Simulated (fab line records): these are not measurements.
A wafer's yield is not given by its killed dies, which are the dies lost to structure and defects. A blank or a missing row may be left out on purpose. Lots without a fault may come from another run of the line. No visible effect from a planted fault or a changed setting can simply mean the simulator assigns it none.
Split-lot study    flow n5 finfet    21 wafers read from 7 lots, route of 1938 steps

## ON THE SPLIT
At N5_BEOL_M10_COAT_64 (time 60 s, resist thk 30 nm), the setting spin rpm was moved away from the recipe's 1500 rpm on 6 of the 21 wafers read, by -9.2% to +4.7%. For the rest of the wafers, this setting stayed at what the recipe calls for.

## FROM THE SPLIT TO THE READING: what the file shows between them, 8 steps
- N5_BEOL_M10_COAT_22: resist thk 90 nm (also split here: spin rpm)
- N5_BEOL_M10_EBR_24
- N5_BEOL_M10_SOFTBAKE_23: time 60 s
- N5_BEOL_M10_EXPOSE_25: exposes mask V9
- N5_BEOL_M10_PEB_26: peb time 60 s
- N5_BEOL_M10_DEVELOP_27: develop time 30 s
- N5_BEOL_M10_DESCUM_33: chemistry O2, time 7.9 s
- N5_BEOL_M10_ETCH_65: etches SiARC in CF4, target depth 39 nm, time 65 s

## THE READING
SiARC_of_BEOL_M10_COAT_64.thk nm (the simulator's own value, which no gauge read), in nm, at N5_BEOL_M10_ETCH_66 (etches SOC in N2/H2, target depth 120 nm, overetch 24 nm, time 180 s). The file gives no usual value for it. The 15 wafers here that ran the recipe average 22.8 nm, standard deviation 0.22 nm.

wafer   tool, chamber at the split  spin rpm as run, rpm  against the recipe  SiARC_of_BEOL_M10_COAT_64.thk nm, nm  against lot-mates on the recipe
L076.1  litho track-01, 0           1500                  recipe              22.6                                  -
L076.3  litho track-01, 0           1500                  recipe              22.6                                  -
L076.6  litho track-01, 0           1500                  recipe              22.6                                  -
L075.1  litho track-03, 0           1500                  recipe              23                                    -
L075.2  litho track-03, 0           1500                  recipe              22.6                                  -
L075.3  litho track-03, 0           1405                  -6.3%               23.6                                  +0.8
L080.1  litho track-03, 0           1402                  -6.5%               23.6                                  +0.7
L080.2  litho track-03, 0           1500                  recipe              23.2                                  -
L080.4  litho track-03, 0           1500                  recipe              22.6                                  -
L082.1  litho track-05, 0           1500                  recipe              22.8                                  -
L082.3  litho track-05, 0           1362                  -9.2%               24.2                                  +1.3
L082.5  litho track-05, 0           1500                  recipe              23                                    -
L088.3  litho track-05, 0           1500                  recipe              23                                    -
L088.6  litho track-05, 0           1500                  recipe              23                                    -
L088.4  litho track-05, 0           1546                  +3.1%               22.4                                  -0.6
L094.2  litho track-01, 0           1500                  recipe              22.6                                  -
L094.4  litho track-01, 0           1500                  recipe              22.8                                  -
L094.6  litho track-01, 0           1500                  recipe              22.4                                  -
L096.2  litho track-05, 0           1500                  recipe              22.8                                  -
L096.4  litho track-05, 0           1571                  +4.7%               22.4                                  -0.4
L096.6  litho track-05, 0           1571                  +4.7%               22.4                                  -0.4

THE FIT
A straight line over all 21 wafers: SiARC_of_BEOL_M10_COAT_64.thk nm changes by -0.127 nm for each +1% of spin rpm; r = -0.90; the points scatter about the line by 0.21 nm.
The same after taking each lot's own level away (the mean of its wafers on the recipe; 21 wafers): -0.122 nm for each +1%; r = -0.93; scatter 0.16 nm.
On that fit, the largest move of spin rpm shifts the reading by 1.1 nm.
Across the lots, their own levels run from 22.60 to 23.00 nm, a range of 1.8 times the standard deviation given above.
So the lot-to-lot level changes the slope little: the two slopes agree.
Check: for one of the wafers moved furthest among these (-9.2%), held out of the fit, the line's prediction against its lot-mates is +1.03 nm. It came out at +1.3 nm against them.

## FURTHER SPLITS ON THESE WAFERS
Note: prior to the reading, these wafers also went through further splits. Each is held against what the fit with the lots' levels taken away leaves over:
other split on the same wafers    wafers away from the commonest value  r with SiARC_of_BEOL_M10_COAT_64.thk nm (lot level and that fit taken away)
N5_BEOL_M9_TRENCH_ETCH_37 time s  5                                     +0.15
N5_BEOL_M10_COAT_22 spin rpm      7                                     +0.17

## THE WHOLE CHAIN: every reading that the file lists as answering this split, in the file's order
step                 what it does                                                          reading                                                                              change (the file's fit)                                                                  r (the file's)
N5_BEOL_M10_COAT_64  time 60 s, resist thk 30 nm                                           SiARC_of_BEOL_M10_COAT_64.thk nm (the simulator's own value, which no gauge read)    -0.164 nm for each +1% of the setting                                                    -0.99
N5_BEOL_M10_ETCH_65  etches SiARC in CF4, target depth 39 nm, time 65 s                    etch.depth nm (the simulator's own value, which no gauge read)                       -0.156 nm for each +1% of the setting                                                    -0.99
N5_BEOL_M10_ETCH_66  etches SOC in N2/H2, target depth 120 nm, overetch 24 nm, time 180 s  SiARC_of_BEOL_M10_COAT_64.thk nm (the simulator's own value, which no gauge read)    -0.127 nm for each +1% of the setting                                                    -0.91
N5_BEOL_M10_ETCH_65  etches SiARC in CF4, target depth 39 nm, time 65 s                    CAR-ArF_of_BEOL_M10_COAT_22.thk nm (the simulator's own value, which no gauge read)  +0.167 nm for each +1% of the setting, in a fit together with spin rpm@BEOL_M10_COAT_22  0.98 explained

## THE FILE'S OWN FIT
SiARC_of_BEOL_M10_COAT_64.thk nm changes by -0.127 nm for each +1% of spin rpm, r = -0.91.
